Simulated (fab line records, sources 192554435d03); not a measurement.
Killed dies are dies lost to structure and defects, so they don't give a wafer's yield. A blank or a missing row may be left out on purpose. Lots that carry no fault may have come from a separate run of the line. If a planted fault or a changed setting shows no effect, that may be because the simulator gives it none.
Matching of chambers :: flow n5_finfet :: 4 sister chambers for N5_BEOL_M7_ETCH_61 on rie_diel-01
The step etches SiARC in CF4, target depth 45.5 nm, time 75.8 s. 24 wafers are shown with their chamber, then 12 later ones without.

## WAFERS PAIRED WITH THEIR CHAMBERS
wafer: L076.3
chamber: 1
drypump_motor_current_A (A): 6.2
showerhead_plenum_p_Torr (Torr): 2.19
oes_product_au (a.u.): 0.61

wafer: L076.4
chamber: 3
drypump_motor_current_A (A): 6.3
showerhead_plenum_p_Torr (Torr): 2.11
oes_product_au (a.u.): 0.74

wafer: L076.5
chamber: 3
drypump_motor_current_A (A): 6.4
showerhead_plenum_p_Torr (Torr): 2.10
oes_product_au (a.u.): 0.74

wafer: L080.2
chamber: 1
drypump_motor_current_A (A): 6.1
showerhead_plenum_p_Torr (Torr): 2.19
oes_product_au (a.u.): 0.61

wafer: L080.4
chamber: 0
drypump_motor_current_A (A): 6.1
showerhead_plenum_p_Torr (Torr): 2.20
oes_product_au (a.u.): 0.79

wafer: L080.6
chamber: 1
drypump_motor_current_A (A): 6.1
showerhead_plenum_p_Torr (Torr): 2.19
oes_product_au (a.u.): 0.62

wafer: L082.1
chamber: 0
drypump_motor_current_A (A): 6.1
showerhead_plenum_p_Torr (Torr): 2.20
oes_product_au (a.u.): 0.78

wafer: L082.4
chamber: 3
drypump_motor_current_A (A): 6.3
showerhead_plenum_p_Torr (Torr): 2.10
oes_product_au (a.u.): 0.72

wafer: L082.6
chamber: 1
drypump_motor_current_A (A): 6.2
showerhead_plenum_p_Torr (Torr): 2.19
oes_product_au (a.u.): 0.60

wafer: L081.2
chamber: 2
drypump_motor_current_A (A): 5.1
showerhead_plenum_p_Torr (Torr): 2.18
oes_product_au (a.u.): 0.71

wafer: L081.3
chamber: 3
drypump_motor_current_A (A): 6.4
showerhead_plenum_p_Torr (Torr): 2.10
oes_product_au (a.u.): 0.72

wafer: L081.5
chamber: 3
drypump_motor_current_A (A): 6.3
showerhead_plenum_p_Torr (Torr): 2.10
oes_product_au (a.u.): 0.72

wafer: L083.1
chamber: 1
drypump_motor_current_A (A): 6.1
showerhead_plenum_p_Torr (Torr): 2.19
oes_product_au (a.u.): 0.60

wafer: L083.2
chamber: 0
drypump_motor_current_A (A): 6.1
showerhead_plenum_p_Torr (Torr): 2.20
oes_product_au (a.u.): 0.77

wafer: L083.6
chamber: 0
drypump_motor_current_A (A): 6.2
showerhead_plenum_p_Torr (Torr): 2.20
oes_product_au (a.u.): 0.77

wafer: L085.1
chamber: 2
drypump_motor_current_A (A): 5.1
showerhead_plenum_p_Torr (Torr): 2.18
oes_product_au (a.u.): 0.71

wafer: L085.3
chamber: 1
drypump_motor_current_A (A): 6.1
showerhead_plenum_p_Torr (Torr): 2.18
oes_product_au (a.u.): 0.60

wafer: L085.6
chamber: 2
drypump_motor_current_A (A): 5.1
showerhead_plenum_p_Torr (Torr): 2.18
oes_product_au (a.u.): 0.71

wafer: L087.3
chamber: 1
drypump_motor_current_A (A): 6.2
showerhead_plenum_p_Torr (Torr): 2.18
oes_product_au (a.u.): 0.60

wafer: L087.4
chamber: 2
drypump_motor_current_A (A): 5.1
showerhead_plenum_p_Torr (Torr): 2.18
oes_product_au (a.u.): 0.70

wafer: L087.5
chamber: 3
drypump_motor_current_A (A): 6.3
showerhead_plenum_p_Torr (Torr): 2.10
oes_product_au (a.u.): 0.71

wafer: L091.3
chamber: 2
drypump_motor_current_A (A): 5.1
showerhead_plenum_p_Torr (Torr): 2.17
oes_product_au (a.u.): 0.70

wafer: L091.4
chamber: 0
drypump_motor_current_A (A): 6.2
showerhead_plenum_p_Torr (Torr): 2.20
oes_product_au (a.u.): 0.74

wafer: L091.5
chamber: 1
drypump_motor_current_A (A): 6.1
showerhead_plenum_p_Torr (Torr): 2.18
oes_product_au (a.u.): 0.59

SIGNATURES (means of the wafers above)
reading: drypump_motor_current_A
chamber 0: 6.140
chamber 1: 6.138
chamber 2: 5.100
chamber 3: 6.333
scatter within a chamber: 0.0469

reading: showerhead_plenum_p_Torr
chamber 0: 2.2000
chamber 1: 2.1863
chamber 2: 2.1780
chamber 3: 2.1017
scatter within a chamber: 0.00419

reading: oes_product_au
chamber 0: 0.7700
chamber 1: 0.6038
chamber 2: 0.7060
chamber 3: 0.7250
scatter within a chamber: 0.012
Rule: for each reading, subtract the chamber's mean from the wafer's reading, divide by that reading's scatter and square the result; add these up over the readings and take the root, which gives the wafer's distance from the chamber. The wafer belongs to the nearest chamber; if the next one is less than 2 further off, it can't be placed. The scatter: take each reading less its chamber's mean, square it, sum over the shown wafers, divide by the number of wafers less the number of chambers, and take the root.

## WAFERS WITHOUT THEIR CHAMBER
wafer: L090.1
drypump_motor_current_A (A): 6.4
showerhead_plenum_p_Torr (Torr): 2.09
oes_product_au (a.u.): 0.71

wafer: L090.2
drypump_motor_current_A (A): 5.1
showerhead_plenum_p_Torr (Torr): 2.17
oes_product_au (a.u.): 0.69

wafer: L090.6
drypump_motor_current_A (A): 6.1
showerhead_plenum_p_Torr (Torr): 2.20
oes_product_au (a.u.): 0.74

wafer: L092.1
drypump_motor_current_A (A): 6.4
showerhead_plenum_p_Torr (Torr): 2.09
oes_product_au (a.u.): 0.71

wafer: L092.3
drypump_motor_current_A (A): 6.1
showerhead_plenum_p_Torr (Torr): 2.19
oes_product_au (a.u.): 0.74

wafer: L092.6
drypump_motor_current_A (A): 6.1
showerhead_plenum_p_Torr (Torr): 2.19
oes_product_au (a.u.): 0.73

wafer: L096.1
drypump_motor_current_A (A): 5.1
showerhead_plenum_p_Torr (Torr): 2.17
oes_product_au (a.u.): 0.68

wafer: L096.2
drypump_motor_current_A (A): 6.3
showerhead_plenum_p_Torr (Torr): 2.09
oes_product_au (a.u.): 0.69

wafer: L096.4
drypump_motor_current_A (A): 6.1
showerhead_plenum_p_Torr (Torr): 2.18
oes_product_au (a.u.): 0.85

wafer: L097.3
drypump_motor_current_A (A): 6.2
showerhead_plenum_p_Torr (Torr): 2.19
oes_product_au (a.u.): 0.71

wafer: L097.5
drypump_motor_current_A (A): 6.2
showerhead_plenum_p_Torr (Torr): 2.19
oes_product_au (a.u.): 0.71

wafer: L097.6
drypump_motor_current_A (A): 6.4
showerhead_plenum_p_Torr (Torr): 2.09
oes_product_au (a.u.): 0.69

## WHICH CHAMBER EACH ONE RAN IN
wafer: L090.1
from the rows above: 3
in truth: 3

wafer: L090.2
from the rows above: 2
in truth: 2

wafer: L090.6
from the rows above: 0
in truth: 0

wafer: L092.1
from the rows above: 3
in truth: 3

wafer: L092.3
from the rows above: 0
in truth: 0

wafer: L092.6
from the rows above: 0
in truth: 0

wafer: L096.1
from the rows above: 2
in truth: 2

wafer: L096.2
from the rows above: 3
in truth: 3

wafer: L096.4
from the rows above: 0
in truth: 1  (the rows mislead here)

wafer: L097.3
from the rows above: 0
in truth: 0

wafer: L097.5
from the rows above: 0
in truth: 0

wafer: L097.6
from the rows above: 3
in truth: 3
Correctly placed: 11 of 12. Not placeable from these rows: 0. Number placed wrongly: 1.
